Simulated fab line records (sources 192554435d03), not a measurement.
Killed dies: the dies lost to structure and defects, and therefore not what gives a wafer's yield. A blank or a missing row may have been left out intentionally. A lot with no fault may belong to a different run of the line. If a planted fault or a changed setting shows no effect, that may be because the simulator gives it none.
Struck lot and sound lot, side by side | flow n5 finfet | 41 out of 1938 route steps
Sound: these wafers, L956.2, L956.4, L956.5. The struck wafers were L968.1, L968.2, L968.5. The cause is named last.
Per side, at each step with rows, come the tool, then ch with its chambers, and then its first start. Under that, the readings that differ: sound wafers | struck wafers | difference of the means | sigmas: that difference in standard deviations of wafers without a fault.
alike: a reading whose means differ by less than 2 such deviations, as well as words and numbers matching on both sides. not compared: withheld readings; readings where some wafer has no value; bounds like >300 that might hide an equal value; numbers whose values overlap and for which the record gives no deviation.
A row with sigmas, a row that says differs or no value, or rows on one side alone: a step with any of these is where the two part. Numbers that have no deviation but don't overlap get no sigmas and don't part them. Lack of a reading on every wafer of one side parts them only where that side has two or more wafers.

first, 5 steps without rows for these wafers: N5_BEOL_M3_PRE_CLEAN_45 (time 30 s); N5_BEOL_M3_ALD_84 (deposits TaN, pulse time 2 s, purge time 3 s, co reactant purge time 2 s); N5_BEOL_M3_SURFACE_TREAT_85; N5_BEOL_M3_CVD_47 (deposits Co from CCTBA/H2, target thk 3 nm, time 223.8 s); N5_BEOL_M3_SPUTTER_48 (material Cu, target thk 4.5 nm, time 8.29 s).
N5_BEOL_M3_ANNEAL_49: time 240 s.
  sound: pvd sputter-01 at day 8 11:20; struck: pvd sputter-01 at day 11 15:04
  alike: heater power w
then, 3 steps without rows for these wafers: N5_BEOL_M3_SPUTTER_79 (material Cu, target thk 4.5 nm, time 8.29 s); N5_BEOL_M3_ANNEAL_80 (time 240 s); N5_BEOL_M3_SPUTTER_81 (material Cu, target thk 4.5 nm, time 8.29 s).
N5_BEOL_M3_ANNEAL_82: time 240 s.
  sound: pvd sputter-01 at day 8 11:47; struck: pvd sputter-01 at day 11 15:31
  alike: heater power w
then, 2 steps without rows for these wafers: N5_BEOL_M3_SPUTTER_86 (material Cu, target thk 4.5 nm, time 8.29 s); N5_BEOL_M3_ANNEAL_87 (time 240 s).
N5_BEOL_M3_SPUTTER_88: material Cu, target thk 4.5 nm, time 8.29 s.
  sound: pvd sputter-01 at day 8 12:08; struck: pvd sputter-01 at day 11 15:52
  alike: chuck gas flow sccm, substrate temp c, throttle valve pct
N5_BEOL_M3_ANNEAL_89: time 240 s.
  sound: pvd sputter-01 at day 8 12:13; struck: pvd sputter-01 at day 11 15:57
  alike: heater power w
then, 11 steps without rows for these wafers: N5_BEOL_M3_SPUTTER_90 (material Cu, target thk 4.5 nm, time 8.29 s); N5_BEOL_M3_ANNEAL_91 (time 240 s); N5_BEOL_M3_SPUTTER_92 (material Cu, target thk 4.5 nm, time 8.29 s); N5_BEOL_M3_ANNEAL_93 (time 240 s); N5_BEOL_M3_SPUTTER_94 (material Cu, target thk 4.5 nm, time 8.29 s); N5_BEOL_M3_ANNEAL_95 (time 240 s); N5_BEOL_M3_SPUTTER_96 (material Cu, target thk 4.5 nm, time 8.29 s); N5_BEOL_M3_ECD_50 (material Cu, target thk 300 nm); N5_BEOL_M3_ANNEAL_51 (time 90 s); N5_BEOL_M3_CMP_52 (polishes, stops on SiOC, t overpolish 6.8 s, target thk 40 nm); N5_BEOL_M3_PRE_CLEAN_60 (time 15 s).
N5_BEOL_M3_CO_CAP_55: material Co, precursor CCTBA/H2, target thk 2 nm, time 102.1 s.
  sound on cvd co-01 ch 0,2, day 8 13:59; struck on cvd co-01 ch 0,1,2, day 11 18:06
  alike: chamber pressure Torr, heater power w
then, 2 steps without rows for these wafers: N5_BEOL_M3_PRE_CLEAN_56 (time 15 s); N5_BEOL_M3_DEP_57 (deposits SiCN from 3MS/NH3, target thk 8 nm, time 14 s).
N5_BEOL_M3_RS_MEAS_58: a four-point-probe measurement.
  sound: film metro-02 at day 8 14:10; struck: film metro-01 at day 11 18:17
  alike: M3_RS
then, 1 step without rows for these wafers: N5_BEOL_M4_ILD_DEP_00 (deposits SiOC from DEMS/O2, target thk 79 nm, time 15.3 s).
N5_BEOL_M4_THK_MEAS_01:
  sound: film metro-01 at day 8 14:18; struck: film metro-01 at day 11 18:25
  alike: M4_ILD_THK
N5_BEOL_M4_PECVD_72: deposits SiO2 from TEOS/O2, target thk 16 nm, time 18 s.
  sound on pecvd-03 ch 1,2, day 8 14:20; struck on pecvd-01 ch 0,1, day 11 18:27
  alike: chamber pressure Torr, heater power w, showerhead plenum p Torr, throttle valve pct
then, 8 steps without rows for these wafers: N5_BEOL_M4_HM_DEP_02 (deposits TiN, target thk 20 nm); N5_BEOL_M4_COAT_61 (time 60 s, resist thk 60 nm); N5_BEOL_M4_COAT_62 (time 60 s, resist thk 12 nm); N5_BEOL_M4_COAT_73 (time 60 s, resist thk 5 nm); N5_BEOL_M4_COAT_05 (resist thk 30 nm); N5_BEOL_M4_EBR_07; N5_BEOL_M4_SOFTBAKE_06 (time 60 s); N5_BEOL_M4_EXPOSE_08 (exposes mask M4).
-- record jumps: 5 days separate the struck wafers' starts on either side; left off in module BEOL_M4, taken up again in module PASSIVATION, whose first shown step is the route's number 1936 --
N5_PASSIVATION_PROBE_49:
  rows exist in the record for the struck wafers here (prober-01, day 17 03:41), but not for the sound ones

== WHERE THEY PART ==
At N5_PASSIVATION_PROBE_49 and nowhere else, as far as this record goes.

WHY: whatever the simulator had introduced
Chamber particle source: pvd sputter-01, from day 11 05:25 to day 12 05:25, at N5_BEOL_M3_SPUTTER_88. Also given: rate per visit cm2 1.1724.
